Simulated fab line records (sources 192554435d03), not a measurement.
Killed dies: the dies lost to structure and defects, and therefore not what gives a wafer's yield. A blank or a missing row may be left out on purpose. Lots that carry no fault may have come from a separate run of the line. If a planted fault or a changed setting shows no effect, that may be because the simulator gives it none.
Which tool did it? | flow n5Finfet | 24 lots, 72 wafers sampled, at 2 steps of a route of 1938

WHAT THE GAUGES SHOWED, per wafer
N5_MOL_CONTACT_COAG_CD_MEAS_101: target cd 16 nm. Usual: 15.9 nm for cdNm, sd 0.3.
lot  | measured     | on       | cdNm (nm)      | flag
L074 | day 5 09:28  | cdSem-01 | 15.9 15.8 16.0 | 
L075 | day 5 18:26  | cdSem-02 | 16.2 16.3 16.5 | 
L076 | day 5 21:37  | cdSem-03 | 16.0 16.2 15.8 | 
L077 | day 6 01:16  | cdSem-02 | 16.3 15.9 15.6 | 
L078 | day 6 07:16  | cdSem-01 | 16.1 15.2 15.6 | 
L079 | day 6 14:22  | cdSem-03 | 16.3 15.7 16.0 | 
L080 | day 6 17:17  | cdSem-02 | 15.6 15.9 15.7 | 
L081 | day 6 23:10  | cdSem-02 | 16.1 16.0 15.8 | 
L082 | day 7 04:34  | cdSem-02 | 15.5 16.3 15.4 | 
L083 | day 7 12:40  | cdSem-02 | 16.0 16.2 16.2 | 
L084 | day 7 21:41  | cdSem-01 | 15.6 15.3 15.3 | 
L085 | day 7 21:49  | cdSem-02 | 16.6 16.6 16.2 | 
L086 | day 8 02:10  | cdSem-01 | 16.1 16.2 15.7 | 
L087 | day 8 13:31  | cdSem-01 | 16.2 16.5 15.9 | 
L088 | day 8 18:23  | cdSem-01 | 16.2 15.8 16.4 | 
L089 | day 8 23:32  | cdSem-01 | 16.0 15.8 15.6 | 
L090 | day 9 08:58  | cdSem-01 | 15.3 16.1 16.2 | 
L091 | day 9 10:26  | cdSem-03 | 16.3 16.7 15.7 | 
L092 | day 9 16:57  | cdSem-03 | 16.1 15.6 15.3 | 
L093 | day 9 22:19  | cdSem-02 | 16.3 15.7 16.3 | 
L094 | day 10 13:44 | cdSem-02 | 16.0 15.7 16.3 | 
L095 | day 10 13:56 | cdSem-03 | 15.9 15.8 16.4 | 
L096 | day 10 18:34 | cdSem-01 | 15.9 15.8 16.3 | 
L097 | day 11 00:37 | cdSem-03 | 16.3 16.1 15.9 | 

WHICH TOOL RAN EACH LOT (tool, then ch and the chambers of the sampled wafers, then the start)
lot  | N5_MOL_CONTACT_COAG_TI_SIL_19
L074 | pvdSputter-01, day 4 21:23
L075 | pvdSputter-03, day 5 08:55
L076 | pvdSputter-01, day 5 10:08
L077 | pvdSputter-01, day 5 13:47
L078 | pvdSputter-03, day 5 19:42
L079 | pvdSputter-01, day 6 03:19
L080 | pvdSputter-02, day 6 06:58
L081 | pvdSputter-01, day 6 12:23
L082 | pvdSputter-01, day 6 18:34
L083 | pvdSputter-01, day 7 00:24
L084 | pvdSputter-01, day 7 08:49
L085 | pvdSputter-01, day 7 10:11
L086 | pvdSputter-03, day 7 14:32
L087 | pvdSputter-01, day 8 00:16
L088 | pvdSputter-01, day 8 06:00
L089 | pvdSputter-03, day 8 11:22
L090 | pvdSputter-02, day 8 22:23
L091 | pvdSputter-02, day 8 23:16
L092 | pvdSputter-03, day 9 06:35
L093 | pvdSputter-01, day 9 12:19
L094 | pvdSputter-02, day 10 01:03
L095 | pvdSputter-02, day 10 01:09
L096 | pvdSputter-02, day 10 06:32
L097 | pvdSputter-03, day 10 12:26
- N5_MOL_CONTACT_COAG_TI_SIL_19: material Ti, target thk 4.2 nm, time 15 s.

WHAT THE TOOLS THEMSELVES READ (means of the sampled wafers that have a number; where no wafer has one, the mark that the record gives instead)
N5_MOL_CONTACT_COAG_TI_SIL_19. Usual: 30.2 % for throttleValvePct, sd 1.1.
lot  | tool          | throttleValvePct (%) | flag
L074 | pvdSputter-01 | 30.3                 | 
L075 | pvdSputter-03 | 30.1                 | 
L076 | pvdSputter-01 | 31.8                 | 
L077 | pvdSputter-01 | 30.5                 | 
L078 | pvdSputter-03 | 30.2                 | 
L079 | pvdSputter-01 | 30.5                 | 
L080 | pvdSputter-02 | 29.4                 | 
L081 | pvdSputter-01 | 30.9                 | 
L082 | pvdSputter-01 | 31.4                 | 
L083 | pvdSputter-01 | 30.5                 | 
L084 | pvdSputter-01 | 31.0                 | 
L085 | pvdSputter-01 | 30.6                 | 
L086 | pvdSputter-03 | 30.6                 | 
L087 | pvdSputter-01 | 30.2                 | 
L088 | pvdSputter-01 | 31.7                 | 
L089 | pvdSputter-03 | 30.1                 | 
L090 | pvdSputter-02 | 28.8                 | 
L091 | pvdSputter-02 | 28.6                 | 
L092 | pvdSputter-03 | 29.9                 | 
L093 | pvdSputter-01 | 29.8                 | 
L094 | pvdSputter-02 | 29.4                 | 
L095 | pvdSputter-02 | 29.1                 | 
L096 | pvdSputter-02 | 30.8                 | 
L097 | pvdSputter-03 | 30.0                 | 

THE ANSWER, worked out from the rows above alone
Rule: lot off if the mean of its wafers having a number is beyond 3 standard deviations from the usual mean. A lot without any number at a reading at which 4 lots or more have one is off too. The other lots that the step has rows for count as sound. After the gauges, taken in route order, come the tools' own readings; for these a lot's mean is taken, as printed above. The first step at which some lot is off is used, and at that step the reading that is off furthest; a lot without a number counts as furthest.
None of the lots is off at any reading shown; this tells nothing.

WHAT WAS PUT IN BY THE SIMULATOR
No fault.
